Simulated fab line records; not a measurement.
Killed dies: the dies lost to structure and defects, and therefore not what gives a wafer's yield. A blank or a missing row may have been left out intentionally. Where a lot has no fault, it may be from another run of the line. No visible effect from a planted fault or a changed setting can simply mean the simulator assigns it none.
fab line records    flow n5_finfet
record: lots: 10  wafers: 26  last_day: 17
route steps=1938 shown GATE_CUT@487 BEOL_M4@1111
lots with no fault: from the same line, run without faults
start_h: start of the lot's first displayed wafer, in hours after the record's first day    wait_h: time in hours since the lot's previous step    " unchanged from the row above    L1.1+2: a single row standing in for several wafers    - either no value or no given start    * or withheld: withheld    < > ~ a bound
route shown NAME@n: names a module that has steps shown in the file, with the first one's number in the route    usual: average and standard deviation across the fault-free wafers    same: alike in all rows    chamber/n: place in a boat    sites: readings site by site    _std_site: how widely they spread, as a standard deviation    _edge_site: inner sites' mean taken away from outer sites' mean    radius_mm: for every site, how far away it sits from the centre of the wafer    mask NAME#n: copy n    behind: tool/chamber where the wafer was last shaped    hold: why the lot went on hold/how many hours it stayed there/how the hold came to an end    device: whichever transistor did not switch (one of n, p or np)    end of line: tests run on the same wafers once the route is complete    a step without rows: its recipe alone    killed: count of dies lost to structure and defects at first sort (not the wafer's yield)    map: a wafer's dies, x killed, . not, _ none there
set.NAME: the setting that was run; set.NAME@STEP: the one run at that earlier step    model.NAME: the simulator's own value behind a step, which no gauge read
a sample of lots followed through the steps of the route, with each step as a table and each wafer as a row
services: when a tool's chamber went out of use (start_h, in hours from the record's first day, below 0 if earlier), for how many hours, and the reason
== steps ==
step: N5_GATE_CUT_CD_MEAS_13
recipe: target_cd_nm: 20  landing_energy_ev: 500  detector: se_inlens
usual: cd_nm: 20.00/0.28
lot.wafer  tool       chamber  start_h  wait_h  cd_nm
L609.2     cd_sem-02  0        94.31    -       19.85
L609.3     "          0        "        "       20.33
L609.6     "          0        "        "       20.59
L610.1     cd_sem-01  0        96.66    -       19.59
L610.3     "          0        "        "       20.36
L611.2     cd_sem-01  0        103.67   -       19.93
L611.3     "          0        "        "       20.18
L611.6     "          0        "        "       20.45
L614.1     cd_sem-02  0        120.22   -       20.14
L614.2     "          0        "        "       20.34
L614.6     "          0        "        "       19.69
L617.4     cd_sem-03  0        135.83   -       19.81
L617.5     "          0        "        "       20.15
L617.6     "          0        "        "       19.76
L625.1     cd_sem-01  0        186.80   -       19.75
L625.2     "          0        "        "       19.81
L625.4     "          0        "        "       19.80
L626.2     cd_sem-02  0        190.82   -       20.25
L626.3     "          0        "        "       19.90
L626.4     "          0        "        "       20.22
L628.2     cd_sem-01  0        202.27   -       19.87
L628.5     "          0        "        "       19.72
L629.4     cd_sem-02  0        210.94   -       20.37
L629.6     "          0        "        "       19.66
L630.3     cd_sem-01  0        216.64   -       19.74
L630.6     "          0        "        "       19.98
step: N5_GATE_CUT_HM_OPEN_40
recipe: chemistry: C4F6/O2  target: SiO2  mask_material: SiARC  target_depth_a: 1390  time_s: 85.1  ion_energy_ev: 250  pressure_mtorr: 30  source_w: 345  bias_w: 185  Ar_flow_sccm: 300  C4F6_flow_sccm: 10  O2_flow_sccm: 10  ends: cleared
usual: bias_w: 185.0/0.57  drypump_motor_current_A: 5.9/0.56  etch_rf_on_time_s: 93.4/1.8  oes_product_au: 0.73/0.071  rf_vpp_V: 668/17  showerhead_plenum_p_Torr: 2.89/0.072  throttle_valve_pct: 20.9/0.31
lot.wafer  tool         chamber  start_h  wait_h  bias_w  drypump_motor_current_A  etch_rf_on_time_s  oes_product_au  rf_hours_counter_h  rf_vpp_V  showerhead_plenum_p_Torr  throttle_valve_pct
L609.2     rie_diel-04  1        94.72    0.0     184.6   5.6                      94.2               0.72            89                  637       2.89                      20.9
L609.3     "            2        "        "       184.3   6.5                      94.4               0.69            111                 653       2.79                      21.4
L609.6     "            0        "        "       184.7   6.5                      93.4               0.64            -                   689       2.93                      21.1
L610.1     rie_diel-01  0        96.95    0.0     185.5   6.7                      92.1               0.82            28                  681       3.00                      20.8
L610.3     "            2        "        "       185.6   5.3                      95.6               0.61            248                 679       2.81                      21.2
L611.2     rie_diel-05  3        103.96   0.0     184.1   6.3                      94.0               0.75            74                  641       2.89                      21.3
L611.3     "            2        "        "       185.3   5.2                      94.3               0.68            149                 659       2.85                      20.8
L611.6     "            3        "        "       184.3   6.3                      94.9               0.75            -                   640       2.89                      21.4
L614.1     rie_diel-01  0        120.82   0.0     185.1   6.7                      91.6               0.80            39                  684       3.00                      20.7
L614.2     "            1        "        "       184.3   5.5                      90.0               0.81            54                  668       2.88                      20.4
L614.6     "            1        "        "       184.8   5.5                      89.7               0.82            -                   669       2.88                      20.4
L617.4     rie_diel-01  2        136.34   0.0     185.4   5.3                      94.3               0.88            -                   680       2.81                      21.0
L617.5     "            1        "        "       185.2   5.5                      93.1               0.80            -                   669       2.88                      20.4
L617.6     "            0        "        "       185.4   6.8                      95.3               0.79            -                   682       2.99                      20.8
L625.1     rie_diel-05  2        187.88   0.0     184.9   5.2                      92.7               0.67            174                 659       2.84                      20.8
L625.2     "            0        "        "       185.2   5.7                      90.2               0.72            105                 690       2.98                      20.7
L625.4     "            1        "        "       185.9   5.8                      96.8               0.67            155                 657       2.73                      21.2
L626.2     rie_diel-04  1        191.33   0.0     184.9   5.6                      92.8               0.70            117                 637       2.87                      21.0
L626.3     "            3        "        "       185.1   5.4                      94.1               0.62            246                 675       2.91                      20.9
L626.4     "            0        "        "       185.2   6.5                      93.6               0.63            233                 687       2.92                      21.1
L628.2     rie_diel-01  0        202.56   0.0     184.7   6.7                      93.6               0.77            63                  681       2.99                      20.8
L628.5     "            3        "        "       185.1   5.2                      91.9               0.76            -                   665       2.89                      21.1
L629.4     rie_diel-04  2        211.25   0.0     184.6   6.5                      95.1               0.66            -                   653       2.77                      21.5
L629.6     "            0        "        "       184.8   6.5                      94.2               0.62            -                   686       2.92                      21.1
L630.3     rie_diel-05  2        217.18   0.0     185.4   5.2                      93.4               0.67            182                 659       2.84                      20.8
L630.6     "            0        "        "       184.7   5.7                      95.1               0.71            -                   692       2.98                      20.7
step: N5_GATE_CUT_CUT_ETCH_53
recipe: chemistry: SF6/Cl2  target: W  mask_material: SiO2  target_depth_a: 792  pressure_mtorr: 8  icp_w: 900  bias_w: 80  SF6_flow_sccm: 40  Cl2_flow_sccm: 60  ends: cleared
usual: SF6_flow_sccm: 40.01/0.12  bias_w: 79.98/0.22  drypump_motor_current_A: 5.61/0.25  etch_rf_on_time_s: 25.99/0.29  oes_product_au: 0.65/0.064  rf_fwd_power_W: 878/3  throttle_valve_pct: 28.94/0.23
lot.wafer  tool          chamber  start_h  wait_h  SF6_flow_sccm  bias_w  drypump_motor_current_A  etch_rf_on_time_s  oes_product_au  rf_fwd_power_W  rf_hours_counter_h  throttle_valve_pct
L609.2     rie_metal-03  1        94.95    0.1     40.09          79.52   5.12                     26.45              0.71            877             31                  28.87
L609.3     "             0        "        "       40.05          79.94   5.74                     26.46              0.69            886             -                   28.93
L609.6     "             0        "        "       40.05          80.01   5.76                     26.38              0.69            887             -                   28.94
L610.1     rie_metal-02  1        97.18    0.1     40.03          80.00   5.53                     25.81              0.59            876             102                 28.80
L610.3     "             0        "        "       39.95          80.19   5.56                     25.86              0.75            875             -                   28.83
L611.2     rie_metal-01  0        104.19   0.1     40.00          80.18   6.03                     26.13              0.65            881             64                  28.81
L611.3     "             0        "        "       40.01          79.85   6.04                     26.42              0.64            882             -                   28.78
L611.6     "             1        "        "       39.91          80.07   5.66                     25.67              0.57            880             -                   29.42
L614.1     rie_metal-02  0        121.16   0.1     39.93          79.82   5.58                     25.78              0.74            875             30                  28.82
L614.2     "             1        "        "       40.04          79.92   5.54                     25.55              0.58            880             104                 28.80
L614.6     "             0        "        "       39.89          79.98   5.56                     25.90              0.73            877             -                   28.84
L617.4     rie_metal-02  0        136.56   0.0     39.93          79.94   5.55                     25.74              0.73            876             -                   28.84
L617.5     "             1        "        "       39.81          79.81   5.51                     25.57              0.58            873             -                   28.78
L617.6     "             0        "        "       39.94          79.76   5.57                     26.02              0.73            875             -                   28.85
L625.1     rie_metal-02  0        188.12   0.1     40.09          80.09   5.58                     21.66              0.81            1093            35                  28.84
L625.2     "             1        "        "       40.02          80.06   5.51                     25.67              0.58            880             109                 28.80
L625.4     "             1        "        "       39.90          80.06   5.51                     25.57              0.58            882             -                   28.80
L626.2     rie_metal-02  0        191.56   0.1     40.11          80.21   5.57                     21.90              0.81            1093            36                  28.85
L626.3     "             0        "        "       40.07          80.02   5.58                     21.70              0.81            1100            -                   28.86
L626.4     "             1        "        "       39.94          80.13   5.53                     25.69              0.57            878             -                   28.81
L628.2     rie_metal-01  0        202.79   0.1     40.24          79.64   6.01                     26.15              0.63            874             73                  28.82
L628.5     "             1        "        "       39.77          80.04   5.66                     25.48              0.56            877             -                   29.44
L629.4     rie_metal-01  1        211.47   0.0     40.06          79.69   5.67                     25.90              0.56            878             -                   29.46
L629.6     "             1        "        "       40.03          79.73   5.66                     25.65              0.56            871             -                   29.45
L630.3     rie_metal-03  1        217.43   0.1     39.72          79.98   5.11                     26.16              0.68            876             -                   28.89
L630.6     "             1        "        "       40.07          79.88   5.10                     26.27              0.70            874             -                   28.89
step: N5_GATE_CUT_ETCH_47
recipe: chemistry: Cl2/BCl3  target: SiO2  target_depth_a: 100  pressure_mtorr: 10  icp_w: 1000  bias_w: 126  Cl2_flow_sccm: 53.25  bcl3_flow_sccm: 21.75  Ar_flow_sccm: 25
usual: bias_w: 126.0/0.36  drypump_motor_current_A: 5.62/0.25  oes_product_au: 0.71/0.072  rf_fwd_power_W: 977/3.6  throttle_valve_pct: 22.86/0.2
lot.wafer  tool          chamber  start_h  wait_h  bias_w  drypump_motor_current_A  oes_product_au  rf_fwd_power_W  rf_hours_counter_h  throttle_valve_pct
L609.2     rie_metal-03  1        95.10    0.0     126.1   5.14                     0.78            979             31                  22.79
L609.3     "             0        "        "       125.9   5.75                     0.77            976             -                   22.77
L609.6     "             0        "        "       126.3   5.76                     0.76            978             -                   22.76
L610.1     rie_metal-02  1        97.33    0.0     126.4   5.52                     0.64            975             102                 22.64
L610.3     "             0        "        "       125.8   5.58                     0.82            977             -                   22.79
L611.2     rie_metal-01  0        104.34   0.0     126.2   5.99                     0.72            978             64                  22.84
L611.3     "             0        "        "       125.8   6.00                     0.72            972             -                   22.84
L611.6     "             1        "        "       126.4   5.67                     0.62            977             -                   23.29
L614.1     rie_metal-02  0        121.31   0.0     126.2   5.58                     0.81            981             30                  22.80
L614.2     "             1        "        "       126.2   5.55                     0.64            969             104                 22.65
L614.6     "             0        "        "       125.3   5.56                     0.82            978             -                   22.79
L617.4     rie_metal-02  0        136.70   0.0     125.6   5.59                     0.81            980             -                   22.81
L617.5     "             1        "        "       126.3   5.54                     0.64            979             -                   22.67
L617.6     "             0        "        "       125.7   5.60                     0.80            981             -                   22.80
L625.1     rie_metal-02  0        188.27   0.0     126.1   5.58                     0.79            981             35                  22.81
L625.2     "             1        "        "       126.4   5.53                     0.62            976             109                 22.67
L625.4     "             1        "        "       126.4   5.55                     0.62            976             -                   22.66
L626.2     rie_metal-02  0        191.71   0.0     126.6   5.59                     0.79            970             36                  22.83
L626.3     "             0        "        "       125.8   5.60                     0.79            976             -                   22.82
L626.4     "             1        "        "       126.3   5.51                     0.62            975             -                   22.66
L628.2     rie_metal-01  0        202.94   0.0     126.4   6.00                     0.70            970             73                  22.87
L628.5     "             1        "        "       126.3   5.65                     0.61            977             -                   23.29
L629.4     rie_metal-01  1        211.61   0.0     126.3   5.66                     0.61            971             -                   23.30
L629.6     "             1        "        "       126.2   5.64                     0.61            975             -                   23.29
L630.3     rie_metal-03  1        217.57   0.0     125.7   5.14                     0.75            983             -                   22.81
L630.6     "             1        "        "       126.1   5.12                     0.75            979             -                   22.82
step: N5_BEOL_M4_RC_MEAS_101
usual: DIBL_N: 36.3/1.6  DIBL_P: 36.2/2  IOFF_N: 0.160/0.028  IOFF_P: 0.21/0.036  ION_N: 677/11  ION_P: 465/6.9  SS_N: 71.5/0.55  SS_P: 73.3/0.64  VT_N: 250/3  VT_P: -250/3.5
lot.wafer  tool       chamber  start_h  wait_h  DIBL_N[mV/V]  DIBL_P[mV/V]  IOFF_N[nA/um]  IOFF_P[nA/um]  ION_N[uA/um]  ION_P[uA/um]  SS_N[mV/dec]  SS_P[mV/dec]  VT_N[mV]  VT_P[mV]
L609.2     prober-02  0        168.04   0.2     35.3          35.1          0.145          0.20           682           464           70.8          72.4          250       -248
L609.3     "          0        "        "       36.1          35.6          0.159          0.21           679           471           70.7          72.5          248       -247
L609.6     "          0        "        "       36.5          36.0          0.167          0.22           675           462           70.7          72.9          249       -251
L610.1     prober-01  0        172.22   0.0     32.7          32.0          0.112          0.15           668           454           70.4          72.0          253       -257
L610.3     "          0        "        "       35.3          35.6          0.149          0.19           671           462           71.5          72.9          249       -253
L611.2     prober-01  0        193.52   0.2     37.0          35.5          0.146          0.23           678           464           71.7          72.9          249       -247
L611.3     "          0        "        "       38.2          37.4          0.175          0.26           678           474           71.3          73.4          247       -245
L611.6     "          0        "        "       39.1          37.2          0.185          0.27           683           467           72.3          73.3          247       -243
L614.1     prober-01  0        204.48   0.0     37.1          36.7          0.159          0.21           679           467           72.0          73.0          250       -252
L614.2     "          0        "        "       37.2          35.5          0.166          0.20           671           459           72.2          72.8          247       -250
L614.6     "          0        "        "       36.6          35.7          0.150          0.19           683           461           71.2          72.2          249       -250
L617.4     prober-01  0        231.14   0.5     37.8          38.9          0.187          0.29           684           478           71.4          73.6          246       -243
L617.5     "          0        "        "       38.0          39.1          0.190          0.29           688           479           72.1          73.4          248       -243
L617.6     "          0        "        "       37.6          38.2          0.177          0.27           673           469           71.1          73.6          248       -244
L625.1     prober-02  0        276.75   0.0     34.3          35.0          0.128          0.18           662           465           71.2          72.5          253       -251
L625.2     "          0        "        "       33.1          34.0          0.112          0.17           660           458           71.3          72.6          255       -252
L625.4     "          0        "        "       35.6          37.1          0.155          0.21           689           472           71.4          73.0          249       -252
L626.2     prober-01  0        280.61   0.2     37.2          37.2          0.156          0.20           675           459           71.4          73.1          252       -251
L626.3     "          0        "        "       36.1          36.7          0.142          0.19           666           457           71.4          73.5          254       -251
L626.4     "          0        "        "       34.9          35.5          0.133          0.18           673           463           71.2          72.8          252       -251
L628.2     prober-01  0        300.23   0.2     33.4          31.5          0.118          0.16           669           455           71.0          72.4          252       -255
L628.5     "          0        "        "       32.2          30.3          0.107          0.15           668           461           69.9          72.7          255       -254
L629.4     prober-02  0        300.57   0.5     34.3          34.8          0.135          0.20           665           463           71.1          73.0          251       -249
L629.6     "          0        "        "       34.5          34.4          0.128          0.18           665           462           70.9          73.1          253       -252
L630.3     prober-01  0        306.05   0.3     36.7          35.4          0.172          0.21           682           463           71.5          73.3          247       -250
L630.6     "          0        "        "       35.5          34.4          0.151          0.20           684           465           71.0          73.7          246       -248
== services ==
tool          chamber  start_h  hours  kind
rie_metal-02  -        86.51    0.1    repair
rie_diel-05   1        95.99    7.9    repair
rie_diel-01   2        104.60   -      clean
rie_diel-01   2        104.60   -      consumable_replace:focus_ring
rie_diel-01   2        104.60   26.7   scheduled_down
rie_diel-01   2        104.60   26.7   vent_cycle
rie_diel-01   3        108.65   45.3   repair
rie_metal-01  -        117.96   0.2    repair
rie_diel-05   0        121.56   1.7    repair
rie_metal-03  1        155.58   8.0    repair
rie_metal-01  1        186.18   2.5    repair
rie_diel-04   3        202.30   -      clean
rie_diel-04   3        202.30   -      consumable_replace:focus_ring
rie_diel-04   3        202.30   28.8   scheduled_down
rie_diel-04   3        202.30   28.8   vent_cycle
rie_diel-01   -        206.39   0.5    repair
== key ==
first_sign: step: N5_GATE_CUT_CUT_ETCH_53  reading: rf_fwd_power_W  direction: up  sigmas: 72  usual: *  struck: *
effect: step: N5_GATE_CUT_CUT_ETCH_53  reading: etch_rf_on_time_s  direction: down  sigmas: 14  usual: *  struck: *
met_at N5_GATE_CUT_CUT_ETCH_53
struck_lots L625,L626
struck_wafers L625.1,L626.2,L626.3
not_acting_at N5_GATE_CUT_CD_MEAS_13,N5_GATE_CUT_HM_OPEN_40,N5_GATE_CUT_ETCH_47
onset_between 136.56 188.12
fault: kind: process_parameter_drift  tool: rie_metal-02  chamber: 0  onset_h: 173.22  steps: N5_GATE_CUT_CUT_ETCH_53  channel: icp_w  offset: 216  shape: step  end_h: 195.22  acts_in: these_recipes_only  stated: 900
